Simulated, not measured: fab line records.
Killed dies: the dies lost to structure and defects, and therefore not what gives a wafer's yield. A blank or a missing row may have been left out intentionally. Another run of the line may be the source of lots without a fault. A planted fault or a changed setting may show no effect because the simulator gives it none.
Chamber matching | flow n5 finfet | N5_BEOL_M2_DESCUM_16 on rie diel-04 has 4 sister chambers
The step chemistry O2, time 7 s. 4 wafers are shown with their chamber, then 12 later ones without.

EACH WAFER AND ITS CHAMBER
wafer  | chamber | drypump motor current A (A)
L084.5 | 1       | 6.2
L085.3 | 3       | 5.5
L085.4 | 2       | 5.9
L085.6 | 0       | 6.1

WAFERS WHOSE CHAMBER IS MISSING
wafer  | drypump motor current A (A)
L089.2 | 5.5
L089.3 | 6.1
L089.5 | 6.2
L093.1 | 5.9
L093.2 | 6.2
L093.6 | 6.2
L096.1 | 5.5
L096.2 | 6.1
L096.3 | 6.2
L096.4 | 6.0
L096.5 | 5.9
L096.6 | 6.2

WHICH CHAMBER EACH WENT THROUGH
wafer  | from the rows above     | in truth
L089.2 | 3                       | 3
L089.3 | 0                       | 0
L089.5 | 1                       | 1
L093.1 | 2                       | 2
L093.2 | 1                       | 1
L093.6 | 1                       | 1
L096.1 | 3                       | 3
L096.2 | 0                       | 0
L096.3 | 1                       | 1
L096.4 | can't be placed: 0 or 2 | 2
L096.5 | 2                       | 2
L096.6 | 1                       | 1
Correct placement for 11 of the 12. Not placeable from these rows: 1 (in 1, the candidates include the true chamber). Number placed wrongly: 0.
How it was worked out, from the rows above alone: a wafer's distance from a chamber is the root of the sum, over the readings, of the square of ((its reading less the chamber's mean) divided by the reading's scatter). If the next closest chamber is less than 2 further off than the closest, the wafer can't be placed; otherwise it belongs to the closest. Each chamber's mean is taken over the wafers shown for it. The scatter (one wafer shown for each chamber): square how far every hidden wafer sits from the nearest shown wafer, average those squares and take the square root.
